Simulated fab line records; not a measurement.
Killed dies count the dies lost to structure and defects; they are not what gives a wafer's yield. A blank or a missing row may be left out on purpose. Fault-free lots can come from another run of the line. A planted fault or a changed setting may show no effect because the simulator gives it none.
Chamber matching ; flow n5_finfet ; pecvd-02 running N5_BEOL_M1_PECVD_72: 3 sister chambers
The step deposits SiO2 from TEOS/O2, target thk 16 nm, time 18 s. 14 wafers are shown with their chamber, then 7 later ones without.

## WAFERS, EACH WITH ITS CHAMBER
wafer;chamber;showerhead_plenum_p_Torr (Torr);throttle_valve_pct (%);heater_power_w (W)
L075.2;2;8.74;20.5;654
L075.3;0;8.96;21.8;597
L075.4;2;8.73;21.0;656
L077.1;2;8.72;20.5;604
L077.2;0;8.92;21.6;494
L077.5;2;8.71;20.6;608
L088.2;0;8.93;22.0;520
L088.4;0;8.93;21.7;514
L088.5;1;8.76;22.3;630
L089.2;2;8.74;21.0;602
L089.4;1;8.78;22.2;623
L089.5;0;8.91;21.9;516
L091.1;2;8.72;20.6;686
L091.4;2;8.73;20.9;723

SIGNATURES (means of the wafers above)
reading;chamber 0;chamber 1;chamber 2;scatter within a chamber
showerhead_plenum_p_Torr;8.9300;8.7700;8.7271;0.0146
throttle_valve_pct;21.800;22.250;20.729;0.195
heater_power_w;528.20;626.50;647.57;41.7
Rule: for a wafer and a chamber, the distance is found by dividing, reading by reading, the gap between the wafer's reading and the chamber's mean by the reading's scatter, squaring, summing and taking the root. The wafer belongs to the nearest chamber; if the next one is less than 2 further off, it can't be placed. The scatter: the root of (the sum of the squares of (reading less its chamber's mean) over the shown wafers, divided by (wafers less chambers)).

## WAFERS WHOSE CHAMBER IS MISSING
wafer;showerhead_plenum_p_Torr (Torr);throttle_valve_pct (%);heater_power_w (W)
L091.6;8.92;22.3;546
L093.1;8.93;22.2;520
L093.3;8.78;22.1;679
L093.5;8.74;20.8;706
L094.1;8.78;22.0;647
L094.4;8.80;22.1;656
L094.5;8.74;20.7;717

## CHAMBER TAKEN BY EACH
wafer;from the rows above;in truth
L091.6;0;0
L093.1;0;0
L093.3;1;1
L093.5;2;2
L094.1;1;1
L094.4;1;1
L094.5;2;2
Correct placement for 7 of the 7. Number that these rows cannot place: 0. Placed wrongly: 0.
